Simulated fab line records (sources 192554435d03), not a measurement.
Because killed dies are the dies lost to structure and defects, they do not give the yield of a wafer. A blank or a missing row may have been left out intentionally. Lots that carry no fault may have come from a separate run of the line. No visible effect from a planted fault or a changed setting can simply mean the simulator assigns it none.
Matching of chambers -- flow n5 finfet -- rie si-04 running N5_FIN_CUT_CUT_ETCH_15: 4 sister chambers
The step etches Si in HBr/Cl2/O2, target depth 100 nm, bt time 10 s, time 42.4 s. 20 wafers are shown with their chamber, then 10 later ones without.

## WAFERS, EACH WITH ITS CHAMBER
wafer,chamber,drypump motor current A (A),oes product au (a.u.)
L076.3,0,5.4,1.014
L076.4,2,5.8,1.001
L076.5,1,4.8,0.999
L077.2,1,4.8,0.995
L077.3,3,5.6,0.997
L077.5,1,4.8,0.994
L079.1,1,4.8,1.002
L079.3,3,5.6,0.999
L079.4,0,5.5,1.009
L080.3,2,5.7,1.005
L080.4,0,5.4,1.021
L080.5,0,5.4,1.002
L091.2,3,5.6,1.004
L091.4,2,5.8,0.994
L091.5,3,5.6,1.013
L092.1,1,4.8,1.005
L092.2,3,5.6,1.005
L092.3,0,5.5,1.010
L093.1,3,5.6,0.998
L093.2,2,5.8,1.009

SIGNATURES (means of the wafers above)
reading,chamber 0,chamber 1,chamber 2,chamber 3,scatter within a chamber
drypump motor current A,5.440,4.800,5.775,5.600,0.0349
oes product au,1.01120,0.99900,1.00225,1.00267,0.00605
Rule: a wafer lies at a distance from a chamber equal to the root of the sum of squares, over the readings, of (its reading less the chamber's mean, divided by the reading's scatter). If the next closest chamber is less than 2 further off than the closest, the wafer can't be placed; otherwise it belongs to the closest. The scatter is the square root of a quotient: the sum, over the shown wafers, of each reading's squared deviation from its chamber's mean, divided by wafers minus chambers.

## WAFERS MISSING THEIR CHAMBER
wafer,drypump motor current A (A),oes product au (a.u.)
L093.4,5.4,1.004
L095.3,4.8,1.000
L095.4,5.6,1.000
L095.5,5.4,1.010
L096.2,5.8,0.996
L096.3,4.8,1.000
L096.5,5.4,1.020
L097.2,5.6,0.999
L097.4,5.5,1.012
L097.6,5.8,0.998

## WHICH CHAMBER EACH ONE RAN IN
wafer,from the rows above,in truth
L093.4,0,0
L095.3,1,1
L095.4,3,3
L095.5,0,0
L096.2,2,2
L096.3,1,1
L096.5,0,0
L097.2,3,3
L097.4,can't be placed: 0 or 3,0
L097.6,2,2
Correctly placed: 9 of 10. These rows do not allow placing 1 (true chamber among the candidates in 1). 0 placed wrongly.
